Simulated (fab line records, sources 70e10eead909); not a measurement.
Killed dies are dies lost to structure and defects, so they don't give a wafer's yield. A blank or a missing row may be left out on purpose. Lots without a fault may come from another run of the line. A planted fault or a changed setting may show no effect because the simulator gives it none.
Chamber matching | flow nand_harc | NHARC_A_STAIRCASE_DESCUM_270 on rie_diel-09: 4 sister chambers
The step chemistry O2, time 3 s. 4 wafers are shown with their chamber, then 12 later ones without.

WAFERS WITH THEIR CHAMBER
wafer  | chamber | showerhead_plenum_p_Torr (Torr)
L082.1 | 3       | 2.05
L085.6 | 0       | 2.04
L087.1 | 1       | 2.02
L087.6 | 2       | 1.78

WAFERS WITHOUT THEIR CHAMBER
wafer  | showerhead_plenum_p_Torr (Torr)
L089.1 | 2.04
L089.4 | 2.04
L089.5 | 2.04
L096.1 | 2.03
L096.3 | 1.77
L096.5 | 1.77
L095.1 | 1.77
L095.5 | 2.03
L095.6 | 1.77
L097.1 | 2.03
L097.3 | 2.03
L097.6 | 1.77

WHICH CHAMBER EACH WENT THROUGH
wafer  | from the rows above          | in truth
L089.1 | can't be placed: 0 or 3      | 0
L089.4 | can't be placed: 0 or 3      | 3
L089.5 | can't be placed: 0 or 3      | 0
L096.1 | can't be placed: 1 or 0 or 3 | 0
L096.3 | 2                            | 2
L096.5 | 2                            | 2
L095.1 | 2                            | 2
L095.5 | can't be placed: 1 or 0 or 3 | 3
L095.6 | 2                            | 2
L097.1 | can't be placed: 1 or 0 or 3 | 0
L097.3 | can't be placed: 1 or 0 or 3 | 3
L097.6 | 2                            | 2
Placed correctly: 5 of 12. Can't be placed from these rows: 7 (the true chamber is among the candidates in 7). Placed wrongly: 0.
How it was worked out, from the rows above alone: a wafer's distance from a chamber is the root of the sum, over the readings, of the square of ((its reading less the chamber's mean) divided by the reading's scatter). The wafer belongs to the nearest chamber; if the next one is less than 2 further off, it can't be placed. A chamber's mean is the mean of its shown wafers. The scatter: with one shown wafer a chamber, the root of the mean of the squares of how far each hidden wafer lies from its nearest shown one.
